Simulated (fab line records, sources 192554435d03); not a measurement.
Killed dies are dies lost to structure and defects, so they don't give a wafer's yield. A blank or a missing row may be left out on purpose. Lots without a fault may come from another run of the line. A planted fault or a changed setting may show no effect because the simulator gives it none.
One fault seen from 2 desks | flow n5_finfet | each desk has only its own numbers; what lay behind them comes last

THE METROLOGY DESK
What the gauges read, lot by lot, whatever tool the lot ran on: means of the sampled wafers that have a number. A lot is out of limits, marked OUT, if its mean lies more than 4 standard deviations from the usual mean; the brackets give that distance.
Columns: A = SD_N_BLK_OVL at N5_SD_EPI_N_OVL_MEAS_10, usual 0.4 nm; B = thk_nm at N5_SD_EPI_N_EPI_MEAS_23, usual 59.0 nm
lot  | first seen here | A    | B
L351 | day 3 05:05     | -0.6 | 57.8
L352 | day 3 14:55     | 0.5  | 58.1
L353 | day 3 18:44     | 0.7  | 58.1
L355 | day 4 06:26     | 0.6  | 58.9
L359 | day 5 07:26     | 1.0  | 29.4 (-27) OUT
L360 | day 5 12:35     | 0.3  | 30.5 (-26) OUT
L363 | day 6 09:37     | 1.1  | 60.3
L365 | day 6 19:40     | -0.2 | 59.2
L366 | day 7 02:32     | 0.4  | 59.9
L369 | day 7 21:11     | 0.9  | 58.8
L370 | day 8 00:55     | -0.7 | 58.7
L371 | day 8 08:20     | 1.7  | 59.6
L372 | day 8 11:16     | 0.5  | 59.2
L373 | day 8 23:01     | 0.1  | 59.6
This desk's finding: out of limits on L359, L360; first on L359, day 5 12:00 (thk_nm at N5_SD_EPI_N_EPI_MEAS_23). In limits: L351, L352, L353, L355, L363, L365, L366, L369, L370, L371, L372, L373.

THE TOOL OWNER'S DESK: rie_diel-03
The tool's own readings at N5_SD_EPI_N_ETCHBACK_44 (etches SiNx in CH3F/O2, stops on SiO2, target depth 14.5 nm): means of the sampled wafers that have a number, for each lot that ran on this tool. A lot is out of limits, marked OUT, if its mean lies more than 4 standard deviations from the usual mean; the brackets give that distance.
Columns: A = CH3F_flow_sccm at N5_SD_EPI_N_ETCHBACK_44, usual 30.00 sccm; B = O2_flow_sccm at N5_SD_EPI_N_ETCHBACK_44, usual 19.99 sccm; C = drypump_motor_current_A at N5_SD_EPI_N_ETCHBACK_44, usual 6.0 A; D = oes_product_au at N5_SD_EPI_N_ETCHBACK_44, usual 0.65 a.u.; E = rf_vpp_V at N5_SD_EPI_N_ETCHBACK_44, usual 295 V; F = showerhead_plenum_p_Torr at N5_SD_EPI_N_ETCHBACK_44, usual 1.99 Torr; G = throttle_valve_pct at N5_SD_EPI_N_ETCHBACK_44, usual 16.30 %
lot  | first seen here | A     | B     | C   | D    | E   | F    | G
L351 | day 3 05:34     | 29.96 | 20.04 | 5.9 | 0.69 | 296 | 2.02 | 16.38
L352 | day 3 15:23     | 29.97 | 20.00 | 5.9 | 0.69 | 296 | 2.02 | 16.38
L359 | day 5 08:16     | 29.90 | 20.00 | 5.9 | 0.64 | 295 | 1.98 | 16.18
L360 | day 5 13:03     | 29.98 | 19.98 | 5.4 | 0.65 | 298 | 1.99 | 16.34
L372 | day 8 11:44     | 29.92 | 19.97 | 6.2 | 0.69 | 294 | 1.97 | 16.18
This desk's finding: nothing out of limits on any of the 5 lots.

PUT TOGETHER
The metrology desk could have raised an alarm at day 5 12:00, on L359, L360.
The tool owner's desk saw nothing out of limits.
The tool owner's desk has L359, L360 on record, within its limits.
Of the lots named, all ran N5_SD_EPI_N_ETCHBACK_44 on rie_diel-03.

WHAT THE SIMULATOR HAD PUT IN
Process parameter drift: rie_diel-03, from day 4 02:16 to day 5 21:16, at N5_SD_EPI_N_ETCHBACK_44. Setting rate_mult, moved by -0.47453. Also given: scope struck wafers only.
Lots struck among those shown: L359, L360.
Hours from the fault's start to each desk's first reading out of limits: the metrology desk, 34.
